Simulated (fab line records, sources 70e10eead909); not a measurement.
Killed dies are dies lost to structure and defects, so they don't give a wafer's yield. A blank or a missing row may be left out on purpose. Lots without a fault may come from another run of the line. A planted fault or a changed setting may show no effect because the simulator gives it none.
A struck lot beside a sound one | flow nand_harc | 41 steps out of a route of 1159
Sound: wafers L634.4, L634.5, L634.6. Struck: wafer L645.4. The cause comes at the end.
At each step with rows: each side's tool, then ch and its chambers, then its first start. Under that, the readings that differ: sound wafers | struck wafers | difference of the means | sigmas: that difference in standard deviations of wafers without a fault.
alike: readings whose means differ by less than 2 such deviations, and words and numbers that are the same on both sides. not compared: withheld readings, readings that some wafer has no value for, bounds like >300 that may hide the same value, and numbers for which the record gives no deviation and whose values overlap.
The two part at a step that has a row with sigmas, a row that says differs or no value, or rows on one side only. Numbers that don't overlap but have no deviation are shown without sigmas and don't part them. A reading that every wafer of one side lacks parts them only if that side has two wafers or more.

first, 2 steps without rows for these wafers: NHARC_A_STAIRCASE_HARDBAKE_218 (time 140 s); NHARC_A_STAIRCASE_DESCUM_219 (chemistry O2, time 3 s).
NHARC_A_STAIRCASE_TRIM_220: chemistry O2, time 211.2 s.
  sound on rie_diel-11 ch 2,3, day 11 11:31; struck on rie_diel-03 ch 1, day 14 08:04
  reading                         | sound          | struck | difference | sigmas
  showerhead_plenum_p_Torr (Torr) | 3.34 3.34 3.41 | 3.62   | +0.26      | +3
  alike: drypump_motor_current_A, oes_product_au, rf_vpp_V, throttle_valve_pct
  not compared: rf_hours_counter_h
then, 8 steps without rows for these wafers: NHARC_A_STAIRCASE_ETCH_221 (etches the open film in C4F8/O2, target depth 100 nm, time 40.5 s); NHARC_A_STAIRCASE_TRIM_222 (chemistry O2, time 211.2 s); NHARC_A_STAIRCASE_ETCH_223 (etches the open film in C4F8/O2, target depth 100 nm, time 40.5 s); NHARC_A_STAIRCASE_TRIM_224 (chemistry O2, time 211.2 s); NHARC_A_STAIRCASE_ETCH_225 (etches the open film in C4F8/O2, target depth 100 nm, time 40.5 s); NHARC_A_STAIRCASE_TRIM_226 (chemistry O2, time 211.2 s); NHARC_A_STAIRCASE_ETCH_227 (etches the open film in C4F8/O2, target depth 100 nm, time 40.5 s); NHARC_A_STAIRCASE_TRIM_229 (chemistry O2, time 211.2 s).
NHARC_A_STAIRCASE_ETCH_230: etches the open film in C4F8/O2, target depth 100 nm, time 40.5 s.
  sound on rie_diel-11 ch 2,3, day 11 12:45; struck on rie_diel-11 ch 2, day 14 09:22
  alike: oes_product_au, rf_vpp_V
  not compared: rf_hours_counter_h
then, 4 steps without rows for these wafers: NHARC_A_STAIRCASE_TRIM_231 (chemistry O2, time 211.2 s); NHARC_A_STAIRCASE_ETCH_232 (etches the open film in C4F8/O2, target depth 100 nm, time 40.5 s); NHARC_A_STAIRCASE_TRIM_233 (chemistry O2, time 211.2 s); NHARC_A_STAIRCASE_ETCH_234 (etches the open film in C4F8/O2, target depth 100 nm, time 40.5 s).
NHARC_A_STAIRCASE_TRIM_235: chemistry O2, time 211.2 s.
  sound on rie_diel-11 ch 1,2,3; struck on rie_diel-11 ch 1
  alike: drypump_motor_current_A, oes_product_au, rf_vpp_V, showerhead_plenum_p_Torr, throttle_valve_pct
  not compared: rf_hours_counter_h
then, 14 steps without rows for these wafers: NHARC_A_STAIRCASE_ETCH_236 (etches the open film in C4F8/O2, target depth 100 nm, time 40.5 s); NHARC_A_STAIRCASE_STRIP_238 (strips in O2); NHARC_A_STAIRCASE_STRIP_239 (strips in SPM, time 900 s); NHARC_A_STAIRCASE_PRECLEAN_240 (cleans in SC1); NHARC_A_STAIRCASE_SRD_241; NHARC_A_STAIRCASE_DEHYDRATE_242 (time 120 s); NHARC_A_STAIRCASE_HMDS_243 (time 30 s); NHARC_A_STAIRCASE_COAT_244; NHARC_A_STAIRCASE_SOFTBAKE_245 (time 170 s); NHARC_A_STAIRCASE_EBR_246; NHARC_A_STAIRCASE_EXPOSE_247 (exposes mask SDS 1); NHARC_A_STAIRCASE_PEB_248 (peb time 130 s); NHARC_A_STAIRCASE_DEVELOP_249 (time 140 s); NHARC_A_STAIRCASE_HARDBAKE_251 (time 140 s).
NHARC_A_STAIRCASE_DESCUM_252: chemistry O2, time 3 s.
  sound on rie_diel-07 ch 0,1, day 11 15:08; struck on rie_diel-11 ch 0, day 14 11:52
  reading                | sound                | struck | difference | sigmas
  oes_product_au (a.u.)  | 1.013 1.012 1.019    | 0.976  | -0.039     | -3
  throttle_valve_pct (%) | 11.303 11.311 11.317 | 11.331 | +0.021     | +2
  alike: drypump_motor_current_A, rf_vpp_V, showerhead_plenum_p_Torr
  not compared: rf_hours_counter_h
then, 5 steps without rows for these wafers: NHARC_A_STAIRCASE_ETCH_253 (etches the open film in C4F8/O2, target depth 50 nm, time 20.2 s); NHARC_A_STAIRCASE_STRIP_254 (strips in O2); NHARC_A_STAIRCASE_STRIP_255 (strips in SPM, time 900 s); NHARC_A_STAIRCASE_PRECLEAN_256 (cleans in SC1); NHARC_A_STAIRCASE_SRD_257.
NHARC_A_STAIRCASE_HM_DEP_456: deposits aC, target thk 1500 nm.
  sound on acl_dep-01 ch 0, day 11 20:26; struck on acl_dep-01 ch 0, day 14 13:45
  alike: throttle_valve_pct
NHARC_A_STAIRCASE_DEP_259: deposits SiON, target thk 30 nm.
  sound on pecvd-01 ch 0,1,2, day 11 21:28; struck on pecvd-01 ch 1, day 14 14:50
  alike: heater_power_w
-- the record jumps here: 2 days lie between the struck wafers' starts before and after (it left off in module A_STAIRCASE and takes up again in module A_SGD_CUT, whose first step shown is number 747 of the route) --
NHARC_A_SGD_CUT_DEP_00: deposits SiNx, target thk 50 nm.
  sound on pecvd-03 ch 0,1,2, day 14 01:14; struck on pecvd-02 ch 1, day 16 21:09
  reading | sound | struck                   | difference                   | sigmas
  hold    | - - - | await_dispo/1.9h/release | no value on the sound wafers |
  alike: heater_power_w
-- the record jumps here: 6 days lie between the struck wafers' starts before and after (it left off in module A_SGD_CUT and takes up again in module END, whose first step shown is number 1159 of the route) --
NHARC_END_SORT_01:
  the record has rows for the struck wafers here (prober-01 ch 0, day 23 07:12) and none for the sound ones

WHERE THEY PART
First at NHARC_A_STAIRCASE_TRIM_220; last, within this record, at NHARC_END_SORT_01.

WHY: what the simulator had put in
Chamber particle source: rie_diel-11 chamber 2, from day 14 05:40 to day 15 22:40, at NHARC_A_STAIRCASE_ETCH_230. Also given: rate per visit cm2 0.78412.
